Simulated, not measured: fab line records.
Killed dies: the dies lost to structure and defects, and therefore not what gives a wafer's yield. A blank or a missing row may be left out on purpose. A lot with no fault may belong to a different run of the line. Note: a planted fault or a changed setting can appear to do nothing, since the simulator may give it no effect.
Struck lot and sound lot, side by side + flow nandHarc + 17 steps out of a route of 1302
Sound: these wafers, L443.1, L443.2, L443.5. Struck: wafers L429.3, L429.5, L429.6. The cause is named last.
At each step with rows: each side's tool, then ch and its chambers, then its first start. Under that, the readings that differ: sound wafers + struck wafers + difference of the means + sigmas: that difference in standard deviations of wafers without a fault.
alike: words and numbers the same on both sides, and readings whose means are apart by under 2 such deviations; not compared: readings that were withheld, readings missing a value for some wafer, numbers with overlapping values and no deviation given by the record, and bounds like >300 which may hide the same value.
Wherever a step has rows on one side only, a row that says differs or no value, or a row with sigmas, the two part there. Numbers that don't overlap but have no deviation are shown without sigmas and don't part them. A reading that every wafer of one side lacks parts them only if that side has two wafers or more.

NHARC_P_M2_INSPECT_11:
  sound: defectInspect-01 at day 13 21:02; struck: defectInspect-02 at day 8 01:44
  alike: rawDefectCount
then, 3 steps without rows for these wafers: NHARC_P_M2_DESCUM_14 (chemistry O2, time 3 s); NHARC_P_M2_ETCH_35 (etches the open film in N2/H2, target depth 40 nm, overetch 12 nm, time 43.94 s); NHARC_P_M2_ETCH_15 (etches the open film in C4F8/Ar, target depth 182.5 nm, time 91.2 s).
NHARC_P_M2_CD_MEAS_16:
  sound: cdSem-02 at day 13 21:24; struck: cdSem-01 at day 8 02:07
  alike: cdNm
NHARC_P_M2_STRIP_18: strips in N2/H2.
  sound on rieDiel-07 ch 0,1,3, day 13 21:32; struck on rieDiel-12 ch 0,2,3, day 8 02:14
  alike: drypumpMotorCurrentA, n2FlowSccm, oesProductAu, rfVppV, showerheadPlenumPTorr, throttleValvePct
  not compared: rfHoursCounterH
then, 2 steps without rows for these wafers: NHARC_P_M2_ETCH_28 (etches the open film in CF4/N2, target depth 30 nm, time 72.99 s); NHARC_P_M2_STRIP_19 (strips in post etch residue remover, time 600 s).
NHARC_P_M2_DEGAS_29: time 60 s.
  sound: pvdSputter-02 at day 13 22:07; struck: pvdSputter-02 at day 8 02:49
  alike: heaterPowerW
then, 1 step without rows for these wafers: NHARC_P_M2_PRE_CLEAN_30 (time 30 s).
NHARC_P_M2_PVD_20: deposits TaN, target thk 5 nm, time 8.06 s.
  sound on pvdSputter-02; struck on pvdSputter-02
  alike: throttleValvePct
NHARC_P_M2_PVD_21: deposits Cu, target thk 30 nm, time 20.49 s.
  sound on pvdSputter-02; struck on pvdSputter-02
  alike: throttleValvePct
NHARC_P_M2_ECD_22: material Cu, target thk 400 nm.
  sound on ecdCu-02 ch 0,1, day 13 22:28; struck on ecdCu-01 ch 0,1, day 8 03:49
NHARC_P_M2_ANNEAL_31: time 90 s.
  sound on rtpAnneal-02 ch 0, day 13 22:51; struck on rtpAnneal-02 ch 0, day 8 04:15
| reading          | sound                | struck               | difference | sigmas |
|------------------|----------------------|----------------------|------------|--------|
| wafer_temp_C_max | 225.98 226.15 226.66 | 225.60 225.71 225.72 | -0.59      | -3     |
NHARC_P_M2_CMP_23: polishes, t overpolish 20 s, target thk 144.3 nm.
  sound on cmp-03 ch 1,2,3, day 13 23:16; struck on cmp-02 ch 0,2,3, day 8 04:34
| reading             | sound          | struck         | difference | sigmas |
|---------------------|----------------|----------------|------------|--------|
| timeToEndpointS (s) | 30.8 31.7 30.4 | 57.8 57.9 60.9 | +27.9      | +12    |
  alike: motorCurrentA
NHARC_P_M2_THK_MEAS_24: measures by xrf.
  sound: filmMetro-01 at day 13 23:31; struck: filmMetro-02 at day 8 04:49
  alike: thkNm
-- break in the record here, with 18 days between the starts of the struck wafers on either side (left off in module P_M2, picked up again in module END, where the first step shown is number 1302 on the route) --
NHARC_END_SORT_01:
  sound on prober-01 ch 0, day 31 08:22; struck on prober-02 ch 0, day 25 18:58
  alike: defectLimitedYield, killedAtArray, killedAtOther, killedAtPeriphery, killedDies, killedOpen, killedShort, sort_bin_2_pct, sort_bin_3_pct, sort_bin_4_pct, sortNPass, sortRimYieldPct, sortYieldPct

## WHERE THEY PART
First at NHARC_P_M2_ANNEAL_31; last, within this record, at NHARC_P_M2_CMP_23. Later steps at which nothing parts them and some readings are alike: NHARC_P_M2_THK_MEAS_24, NHARC_END_SORT_01.

WHY: the cause the simulator had injected
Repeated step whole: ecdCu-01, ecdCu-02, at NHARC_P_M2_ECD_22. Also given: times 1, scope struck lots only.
